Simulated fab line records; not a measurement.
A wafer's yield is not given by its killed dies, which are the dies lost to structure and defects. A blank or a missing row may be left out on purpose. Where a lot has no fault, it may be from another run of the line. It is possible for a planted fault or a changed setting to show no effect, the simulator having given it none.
The tool behind it: which one? -- flow nandHarc -- Sampling: 7 lots, 21 wafers, 3 of 1302 route steps

## WHAT THE GAUGES SHOWED, per wafer
NHARC_A_ONON_D2_THK_MEAS_24: measures by ellipsometry.
lot,measured,on,thkNm (nm)
L285,day 13 17:04,filmMetro-02,996 996 996
L284,day 15 20:48,filmMetro-02,1001 1001 1001
L291,day 16 01:38,filmMetro-01,996 997 999
L293,day 16 15:45,filmMetro-01,1009 1010 1010
L296,day 18 23:09,filmMetro-02,1004 1007 1007
L298,day 19 03:23,filmMetro-02,993 995 993
L306,day 22 04:23,filmMetro-02,997 996 798

## EACH LOT AND THE TOOL THAT RAN IT (in order: tool; ch and the chambers of the sampled wafers; start)
lot,NHARC_A_DECK1_JOINT_ETCHBACK_07,NHARC_A_ONON_D2_DEP_22
L285,"rieSi-05 ch 1,2, day 11 21:34","pecvdOnon-04 ch 0, day 13 16:33"
L284,"rieSi-05 ch 0,2,3, day 13 11:19","pecvdOnon-01 ch 0, day 15 20:18"
L291,"rieSi-06 ch 0,1,2, day 14 01:25","pecvdOnon-04 ch 0, day 16 01:08"
L293,"rieSi-06 ch 0,2,3, day 14 21:33","pecvdOnon-01 ch 0, day 16 15:15"
L296,"rieSi-02 ch 1,2,3, day 16 20:38","pecvdOnon-01 ch 0, day 18 22:38"
L298,"rieSi-02 ch 0,1,3, day 17 08:05","pecvdOnon-02 ch 0, day 19 02:52"
L306,"rieSi-06 ch 0,1,3, day 20 02:19","pecvdOnon-01 ch 0, day 22 03:53"
- NHARC_A_DECK1_JOINT_ETCHBACK_07: etches the open film in HBr, target depth 105 nm, time 26.9 s.
- NHARC_A_ONON_D2_DEP_22: target thk 1000 nm.

## THE ANSWER, worked out from the rows above alone
Rule: the lots themselves supply what counts as usual. The widest of any qualifying gaps counts: lots, ordered by their means at a reading, are off when they make up no more than a third of the lots, leave a main group of 4 or more, and stand apart from it by 3 or more times the standard deviation of that group's means. A main group is skipped when, at the precision printed for the reading in the tables above, its means are all equal. Also off: a lot with no number at a reading for which 4 or more lots have one. The other lots that the step has rows for count as sound.
Off, at NHARC_A_ONON_D2_THK_MEAS_24 on thkNm: L306. The main group: mean 1001 nm, standard deviation 5.6.
If a tool, at a process step before that reading, ran all the lots that are off and no sound lot after the first of them, it fits. Gauges at NHARC_A_ONON_D2_THK_MEAS_24: tried the same way as those tools. Can't be told from this: 3 tools fit, rieSi-06 at NHARC_A_DECK1_JOINT_ETCHBACK_07, pecvdOnon-01 at NHARC_A_ONON_D2_DEP_22, filmMetro-02 at NHARC_A_ONON_D2_THK_MEAS_24.

## WHAT HAD BEEN PUT IN BY THE SIMULATOR
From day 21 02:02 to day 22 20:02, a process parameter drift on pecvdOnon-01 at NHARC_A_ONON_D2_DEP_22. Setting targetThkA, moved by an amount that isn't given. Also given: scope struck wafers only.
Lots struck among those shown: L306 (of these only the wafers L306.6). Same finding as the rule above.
